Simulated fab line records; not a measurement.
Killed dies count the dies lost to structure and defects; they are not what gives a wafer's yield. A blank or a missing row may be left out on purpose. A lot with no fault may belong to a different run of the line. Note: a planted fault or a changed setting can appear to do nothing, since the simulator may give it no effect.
8D (eight disciplines) problem report, filled in by code + flow n5-finfet + the parts of the form that need people (team, actions taken, sign-off) are left out

## 1. WHAT WENT WRONG
At N5_MOL_CONTACT_COAG_ETCH_47, rf-fwd-power-W averages 480.0 W over 9 wafers from 3 lots, while fault-free wafers read 386.2 W, standard deviation 2. Measured from the usual mean, that is +47 standard deviations.
The step: etches SiNx in CH3F/O2, stops on W, target depth 27 nm.
First observed at day 9 03:38: wafer L385.4, on rie-diel-04. At this step, 21 wafers from 7 lots have a number in the record. The rule behind "out" and "out of limits": a value lying over 4 standard deviations away from the usual mean. Any other wafer with a number is counted as sound.

## 2. WHAT IT IS, WHAT IT ISN'T
| question                    | is                       | is not                                                                                |
|-----------------------------|--------------------------|---------------------------------------------------------------------------------------|
| which readings at this step | rf-fwd-power-W, rf-vpp-V | drypump-motor-current-A, oes-product-au, showerhead-plenum-p-Torr, throttle-valve-pct |
| which lots                  | L385, L386, L387         | L371, L374, L390, L391                                                                |
| which wafers of those lots  | all that have a number   | -                                                                                     |
| read on which tools         | rie-diel-04              | rie-diel-06                                                                           |
| when                        | from day 9 03:38         | up to then (6 sound wafers); but 6 sound wafers of L390, L391 came after              |

## 3. THE SUSPECTS, EACH WITH WHAT RULES IT OUT
Counting: a tool stays on the suspect list if, at a process step up to the reading, it processed all lots that are out and no sound lot following the first of them.
- rie-diel-04 at N5_MOL_CONTACT_COAG_ETCHBACK_132 (etches SiO2 in CHF3, target depth 10 nm, time 6.7 s): kept. Every lot that is out went through it, starting with L385 (day 9 03:22), and after that it ran no sound lot; the last sound lot it ran before then is L374 (day 6 19:44).
- rie-diel-04 at N5_MOL_CONTACT_COAG_ETCH_91 (etches SOC in N2/H2, target depth 60 nm, overetch 21 nm, time 101.2 s): kept. Every lot that is out went through it, starting with L385 (day 9 03:24), and after that it ran no sound lot; the last sound lot it ran before then is L374 (day 6 19:46).
- rie-diel-04 at N5_MOL_CONTACT_COAG_VIA_ETCH_46 (etches SiO2 in C4F6/O2, target depth 46 nm, overetch 9.2 nm, time 40 s): kept. Every lot that is out went through it, starting with L385 (day 9 03:32), and after that it ran no sound lot; the last sound lot it ran before then is L374 (day 6 19:53).
- rie-diel-04 at N5_MOL_CONTACT_COAG_ETCH_47 (etches SiNx in CH3F/O2, stops on W, target depth 27 nm): kept. Every lot that is out went through it, starting with L385 (day 9 03:38), and after that it ran no sound lot; the last sound lot it ran before then is L374 (day 6 20:00). On those wafers its own readings are out: rf-fwd-power-W, rf-vpp-V.
Left after counting: rie-diel-04 at N5_MOL_CONTACT_COAG_ETCHBACK_132, rie-diel-04 at N5_MOL_CONTACT_COAG_ETCH_91, rie-diel-04 at N5_MOL_CONTACT_COAG_VIA_ETCH_46, rie-diel-04 at N5_MOL_CONTACT_COAG_ETCH_47.

## 4. THE CAUSE (what the simulator had put in)
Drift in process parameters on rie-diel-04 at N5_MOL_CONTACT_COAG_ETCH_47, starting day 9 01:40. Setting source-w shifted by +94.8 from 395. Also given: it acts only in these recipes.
Counting leaves 4 suspects; this tool is one of them.

## 5. SEQUENCE OF EFFECTS, ordered by route
Each row: a reading whose mean over the struck wafers that have a number lies more than 3 standard deviations from the usual. Scope: only readings with a usual standard deviation given in the record; hours: median across lots of the time from each lot's start at the first step in this table that gives one to its start at this step; sigmas: change in usual standard deviations.
| hours | step                        | reading           | usual   | on struck wafers | change | sigmas |
|-------|-----------------------------|-------------------|---------|------------------|--------|--------|
| 0     | N5_MOL_CONTACT_COAG_ETCH_47 | etch-rf-on-time-s | 31.0 s  | 28.5             | -2.5   | -3.9   |
| 0     | N5_MOL_CONTACT_COAG_ETCH_47 | rf-fwd-power-W    | 386.2 W | 480.0            | +93.8  | +47    |
| 0     | N5_MOL_CONTACT_COAG_ETCH_47 | rf-vpp-V          | 295 V   | 265              | -30    | -5.4   |
The process steps in it:
- N5_MOL_CONTACT_COAG_ETCH_47: etches SiNx in CH3F/O2, stops on W, target depth 27 nm.

## 6. HOW IT WOULD HAVE BEEN CAUGHT EARLIER
In this record no reading fell out of limits until day 9 03:38, 2 hours after the fault had begun at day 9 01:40.
